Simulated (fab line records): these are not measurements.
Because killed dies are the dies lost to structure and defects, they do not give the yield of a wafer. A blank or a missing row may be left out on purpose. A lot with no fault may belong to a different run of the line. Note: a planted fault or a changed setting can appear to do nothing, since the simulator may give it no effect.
Lot-split experiment :: flow n5 finfet :: route with 1938 steps; 7 lots, 21 wafers read

== ON THE SPLIT ==
At N5_BEOL_M9_TRENCH_ETCH_37 (etches SiCOH lowk in C4F6/O2, target depth 151.43 nm, time 49 s), the setting source w was moved away from the recipe's 345 W on 5 of the 21 wafers read, by -12.0% to +11.0%. All remaining wafers had this setting at the recipe value.

== FROM THE SPLIT TO THE READING: what the file shows between them, 2 steps ==
- N5_BEOL_M9_ETCH_41: etches SiCN in CH3F/O2, target depth 36.6 nm, time 70.1 s
- N5_BEOL_M9_STRIP_80: strips in N2/H2, time 10 s

== THE READING ==
trench depth nm, in nm, at N5_BEOL_M9_OCD_MEAS_38. On this fab line, fault-free wafers typically give 150.8 nm with a standard deviation of 2.5 nm.

wafer: L081.2
tool, chamber at the split: rie diel-02, 2
source w as run, W: 345
against the recipe: recipe
trench depth nm, nm: 155.5
against lot-mates on the recipe: -

wafer: L081.4
tool, chamber at the split: rie diel-02, 0
source w as run, W: 345
against the recipe: recipe
trench depth nm, nm: 151.0
against lot-mates on the recipe: -

wafer: L081.5
tool, chamber at the split: rie diel-02, 2
source w as run, W: 345
against the recipe: recipe
trench depth nm, nm: 153.5
against lot-mates on the recipe: -

wafer: L083.2
tool, chamber at the split: rie diel-05, 1
source w as run, W: 345
against the recipe: recipe
trench depth nm, nm: 148.7
against lot-mates on the recipe: -

wafer: L083.3
tool, chamber at the split: rie diel-05, 3
source w as run, W: 345
against the recipe: recipe
trench depth nm, nm: 148.2
against lot-mates on the recipe: -

wafer: L083.6
tool, chamber at the split: rie diel-05, 1
source w as run, W: 371.1
against the recipe: +7.6%
trench depth nm, nm: 152.7
against lot-mates on the recipe: +4.2

wafer: L082.2
tool, chamber at the split: rie diel-05, 3
source w as run, W: 345
against the recipe: recipe
trench depth nm, nm: 147.5
against lot-mates on the recipe: -

wafer: L082.3
tool, chamber at the split: rie diel-05, 2
source w as run, W: 345
against the recipe: recipe
trench depth nm, nm: 148.2
against lot-mates on the recipe: -

wafer: L082.5
tool, chamber at the split: rie diel-05, 1
source w as run, W: 345
against the recipe: recipe
trench depth nm, nm: 147.6
against lot-mates on the recipe: -

wafer: L086.1
tool, chamber at the split: rie diel-05, 0
source w as run, W: 376.8
against the recipe: +9.2%
trench depth nm, nm: 153.6
against lot-mates on the recipe: +5.0

wafer: L086.3
tool, chamber at the split: rie diel-05, 3
source w as run, W: 345
against the recipe: recipe
trench depth nm, nm: 148.2
against lot-mates on the recipe: -

wafer: L086.5
tool, chamber at the split: rie diel-05, 3
source w as run, W: 345
against the recipe: recipe
trench depth nm, nm: 149.1
against lot-mates on the recipe: -

wafer: L087.1
tool, chamber at the split: rie diel-02, 2
source w as run, W: 382.8
against the recipe: +11.0%
trench depth nm, nm: 162.0
against lot-mates on the recipe: +8.5

wafer: L087.4
tool, chamber at the split: rie diel-02, 0
source w as run, W: 382.8
against the recipe: +11.0%
trench depth nm, nm: 158.0
against lot-mates on the recipe: +4.5

wafer: L087.5
tool, chamber at the split: rie diel-02, 3
source w as run, W: 345
against the recipe: recipe
trench depth nm, nm: 153.5
against lot-mates on the recipe: -

wafer: L092.1
tool, chamber at the split: rie diel-05, 3
source w as run, W: 303.7
against the recipe: -12.0%
trench depth nm, nm: 141.4
against lot-mates on the recipe: -7.2

wafer: L092.2
tool, chamber at the split: rie diel-05, 1
source w as run, W: 345
against the recipe: recipe
trench depth nm, nm: 148.1
against lot-mates on the recipe: -

wafer: L092.5
tool, chamber at the split: rie diel-05, 2
source w as run, W: 345
against the recipe: recipe
trench depth nm, nm: 149.1
against lot-mates on the recipe: -

wafer: L096.1
tool, chamber at the split: rie diel-02, 0
source w as run, W: 345
against the recipe: recipe
trench depth nm, nm: 149.7
against lot-mates on the recipe: -

wafer: L096.2
tool, chamber at the split: rie diel-02, 1
source w as run, W: 345
against the recipe: recipe
trench depth nm, nm: 151.5
against lot-mates on the recipe: -

wafer: L096.3
tool, chamber at the split: rie diel-02, 3
source w as run, W: 345
against the recipe: recipe
trench depth nm, nm: 151.9
against lot-mates on the recipe: -

THE FIT
A straight line over all 21 wafers: trench depth nm changes by +0.715 nm for each +1% of source w; r = +0.82; the points scatter about the line by 2.6 nm.
The same after taking each lot's own level away (the mean of its wafers on the recipe; 21 wafers): +0.584 nm for each +1%; r = +0.94; scatter 1.1 nm.
That fit puts the effect of the largest move of source w on the reading at 7 nm.
Measured against the standard deviation above, the lots' own levels, which go from 147.77 to 153.50 nm, span 2.3 times it.
In other words, the slope is changed by the lot-to-lot level; the two fits disagree.
Check: with one of the wafers moved furthest among these (-12.0%) left out of the fit, the line predicts -6.91 nm for it against its lot-mates. It came out at -7.2 nm against them.
Tool readings at the split's step, against how far the setting was moved: rf vpp V r = -0.90.

== THESE WAFERS: OTHER SPLITS ==
Other splits were also applied to these wafers ahead of the reading. Each is held against what the fit with the lots' levels taken away leaves over:
other split on the same wafers: N5_BEOL_M9_ETCH_66 time s
wafers away from the commonest value: 8
r with trench depth nm (lot level and that fit taken away): -0.01

== THE WHOLE CHAIN: every reading that the file lists as answering this split, in the file's order ==
step: N5_BEOL_M9_TRENCH_ETCH_37
what it does: etches SiCOH lowk in C4F6/O2, target depth 151.43 nm, time 49 s
reading: rf vpp V
change (the file's fit): -3.52 V for each +1% of the setting
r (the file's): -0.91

step: N5_BEOL_M9_TRENCH_ETCH_37
what it does: etches SiCOH lowk in C4F6/O2, target depth 151.43 nm, time 49 s
reading: etch.depth nm (the simulator's own value, which no gauge read)
change (the file's fit): +0.594 nm for each +1% of the setting
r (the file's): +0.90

step: N5_BEOL_M9_TRENCH_ETCH_37
what it does: etches SiCOH lowk in C4F6/O2, target depth 151.43 nm, time 49 s
reading: BEOL_M9.feature depth nm (the simulator's own value, which no gauge read)
change (the file's fit): +0.599 nm for each +1% of the setting
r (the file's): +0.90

step: N5_BEOL_M9_OCD_MEAS_38
what it does: 
reading: trench depth nm
change (the file's fit): +0.58 nm for each +1% of the setting
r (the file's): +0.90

== THE FILE'S OWN FIT ==
trench depth nm changes by +0.58 nm for each +1% of source w, r = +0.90.
